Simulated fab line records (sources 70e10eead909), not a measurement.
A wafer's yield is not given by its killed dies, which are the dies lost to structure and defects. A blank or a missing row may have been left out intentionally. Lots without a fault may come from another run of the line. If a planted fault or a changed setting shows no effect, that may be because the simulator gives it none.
Matching of chambers -- flow nand_harc -- NHARC_A_WL_FILL_ALD_10 on ald_hk-04 has 4 sister chambers
The step deposits SiO2, target thk 50 nm, pulse time 10 s, ald cycles 500. 18 wafers are shown with their chamber, then 9 later ones without.

== WAFERS WITH THEIR CHAMBER ==
wafer,chamber,heater_power_w (W),susceptor_temp_C (C),precursor_pulse_height_rel
L077.1,3,480,299.70,1.000
L077.2,2,473,299.81,1.044
L077.6,0,498,299.87,1.011
L083.1,3,460,300.28,0.986
L083.2,2,466,299.94,1.030
L083.5,3,467,300.32,1.006
L084.1,3,461,300.03,1.005
L084.5,2,459,300.00,1.038
L084.6,3,457,300.01,1.007
L087.1,2,467,299.87,0.991
L087.2,0,484,300.04,0.960
L087.3,1,426,300.25,0.980
L085.2,0,487,299.94,1.034
L085.5,0,495,300.20,0.992
L085.6,1,422,299.97,1.017
L091.4,0,483,300.22,0.992
L091.5,2,475,299.79,0.994
L091.6,1,411,300.05,0.986

SIGNATURES, as means of the wafers listed above
reading,chamber 0,chamber 1,chamber 2,chamber 3,scatter within a chamber
heater_power_w,489.40,419.67,468.00,465.00,7.54
susceptor_temp_C,300.0540,300.0900,299.8820,300.0680,0.173
precursor_pulse_height_rel,0.99780,0.99433,1.01940,1.00080,0.0217
Rule: a wafer lies at a distance from a chamber equal to the root of the sum of squares, over the readings, of (its reading less the chamber's mean, divided by the reading's scatter). The wafer belongs to the nearest chamber; if the next one is less than 2 further off, it can't be placed. How the scatter is found: for the shown wafers, subtract from each reading the mean of its chamber, square and add these, divide the total by (wafers less chambers), then take the root.

== WAFERS WHOSE CHAMBER IS MISSING ==
wafer,heater_power_w (W),susceptor_temp_C (C),precursor_pulse_height_rel
L094.1,462,299.95,1.023
L094.3,423,300.00,1.009
L094.6,466,300.01,1.000
L096.3,456,300.30,0.988
L096.1,428,300.21,1.005
L096.2,471,300.05,1.005
L097.1,476,300.11,1.007
L097.3,491,300.06,0.981
L097.4,420,299.80,0.991

== CHAMBER TAKEN BY EACH ==
wafer,from the rows above,in truth
L094.1,can't be placed: 2 or 3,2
L094.3,1,1
L094.6,can't be placed: 3 or 2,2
L096.3,can't be placed: 3 or 2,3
L096.1,1,1
L096.2,can't be placed: 3 or 2 or 0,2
L097.1,can't be placed: 3 or 2 or 0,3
L097.3,0,0
L097.4,1,1
Placed correctly: 4 of 9. Cannot be placed on the basis of these rows: 5; the candidates contain the true chamber in 5. Wrongly placed: 0.
